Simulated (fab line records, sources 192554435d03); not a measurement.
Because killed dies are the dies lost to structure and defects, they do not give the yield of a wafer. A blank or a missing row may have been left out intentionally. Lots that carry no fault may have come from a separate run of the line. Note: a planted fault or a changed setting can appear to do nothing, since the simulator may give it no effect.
A lot that was struck, set against a sound lot ; flow n5Finfet ; 19 steps out of a route of 1938
Sound: the wafers L206.2, L206.5, L206.6. Struck: wafer L212.3. (L212.4 of the same lot was not struck and is left out.) The cause comes at the end.
Per side, at each step with rows, come the tool, then ch with its chambers, and then its first start. Under that, the readings that differ: sound wafers ; struck wafers ; difference of the means ; sigmas: that difference in standard deviations of wafers without a fault.
alike: words and numbers the same on both sides, and readings whose means are apart by under 2 such deviations; not compared: readings that were withheld, readings missing a value for some wafer, numbers with overlapping values and no deviation given by the record, and bounds like >300 which may hide the same value.
A row with sigmas, a row that says differs or no value, or rows on one side alone: a step with any of these is where the two part. Numbers that don't overlap but have no deviation are shown without sigmas and don't part them. A reading that every wafer of one side lacks parts them only if that side has two wafers or more.

N5_BEOL_M13_ETCH_67: etches SiARC in CF4, target depth 143 nm, time 238.3 s.
  sound on rieDiel-06 ch 2,3, day 13 23:31; struck on rieDiel-04 ch 1, day 15 14:36
reading;sound;struck;difference;sigmas
drypumpMotorCurrentA (A);4.8 4.8 5.3;6.5;+1.5;+3
mfcArSccm (sccm);100.5 100.6 100.0;99.7;-0.7;-2
  alike: etchRfOnTimeS, oesProductAu, rfVppV, showerheadPlenumPTorr, throttleValvePct
  not compared: rfHoursCounterH
N5_BEOL_M13_ETCH_68: etches SOC in N2/H2, time 355 s.
  sound on rieDiel-06 ch 2,3, day 13 23:39; struck on rieDiel-04 ch 1, day 15 14:45
reading;sound;struck;difference;sigmas
drypumpMotorCurrentA (A);4.8 4.8 5.3;6.5;+1.5;+3
  alike: oesProductAu, rfVppV, showerheadPlenumPTorr, throttleValvePct
  not compared: rfHoursCounterH
then, 1 step without rows for these wafers: N5_BEOL_M13_STRIP_69 (strips in N2/H2).
N5_BEOL_M13_TRENCH_ETCH_34: etches SiOC in C4F8/O2/Ar, target depth 413.47 nm, time 162.6 s.
  sound on rieDiel-06 ch 2,3, day 13 23:52; struck on rieDiel-04 ch 1, day 15 14:58
reading;sound;struck;difference;sigmas
drypumpMotorCurrentA (A);4.8 4.8 5.3;6.5;+1.5;+3
  alike: heInnerTorr, mfcArSccm, oesProductAu, rfVppV, showerheadPlenumPTorr, throttleValvePct
  not compared: rfHoursCounterH
then, 1 step without rows for these wafers: N5_BEOL_M13_STRIP_70 (strips in C4F8/O2/Ar).
N5_BEOL_M13_OCD_MEAS_35:
  sound: ocd-02 at day 14 00:03; struck: ocd-01 at day 15 15:09
  alike: trenchDepthNm
then, 4 steps without rows for these wafers: N5_BEOL_M13_STRIP_37 (strips in N2/H2); N5_BEOL_M13_ETCH_38 (etches SiCN in CF4/N2, target depth 67.5 nm, time 71.9 s); N5_BEOL_M13_PRECLEAN_39 (cleans in residue remover, time 60 s); N5_BEOL_M13_SRD_40 (time 30 s, dry time 30 s).
N5_BEOL_M13_DEGAS_41: time 60 s.
  sound: pvdSputter-02 at day 14 04:33; struck: pvdSputter-02 at day 15 18:22
  alike: heaterPowerW
then, 1 step without rows for these wafers: N5_BEOL_M13_PRE_CLEAN_42 (time 30 s).
N5_BEOL_M13_SPUTTER_43: material TaN, target thk 15 nm, time 24.19 s.
  sound: pvdSputter-02 at day 14 04:38; struck: pvdSputter-02 at day 15 18:27
reading;sound;struck;difference;sigmas
model.TaN_of_BEOL_M13_SPUTTER_43.thkNm (nm);15 14.4 15;26.8;+12.0;
  alike: throttleValvePct
then, 1 step without rows for these wafers: N5_BEOL_M13_SPUTTER_44 (material Ta, target thk 10 nm, time 16.13 s).
N5_BEOL_M13_SPUTTER_45: material Cu, target thk 80 nm, time 13.33 s.
  sound: pvdSputter-02 at day 14 04:47; struck: pvdSputter-02 at day 15 18:38
  alike: throttleValvePct
then, 2 steps without rows for these wafers: N5_BEOL_M13_ECD_47 (material Cu, target thk 936 nm); N5_BEOL_M13_ANNEAL_48 (time 90 s).
N5_BEOL_M13_CMP_49: polishes, stops on SiOC, t overpolish 17.1 s, target thk 420 nm.
  sound on cmp-02 ch 0,3, day 14 05:32; struck on cmp-02 ch 0, day 15 19:17
reading;sound;struck;difference;sigmas
barrierFieldEndpointS (s);29.2 30.0 30.2;46.3;+16.5;+17
  alike: motorCurrentA, platenRpm
N5_BEOL_M13_THK_MEAS_50: measures by xrf.
  sound: filmMetro-01 at day 14 05:47; struck: filmMetro-01 at day 15 19:31
reading;sound;struck;difference;sigmas
M13_THK (nm);418 417 415;396;-21;-2

== WHERE THEY PART ==
At N5_BEOL_M13_ETCH_67 first; at N5_BEOL_M13_THK_MEAS_50 last (within this record only).

WHY: the cause the simulator had injected
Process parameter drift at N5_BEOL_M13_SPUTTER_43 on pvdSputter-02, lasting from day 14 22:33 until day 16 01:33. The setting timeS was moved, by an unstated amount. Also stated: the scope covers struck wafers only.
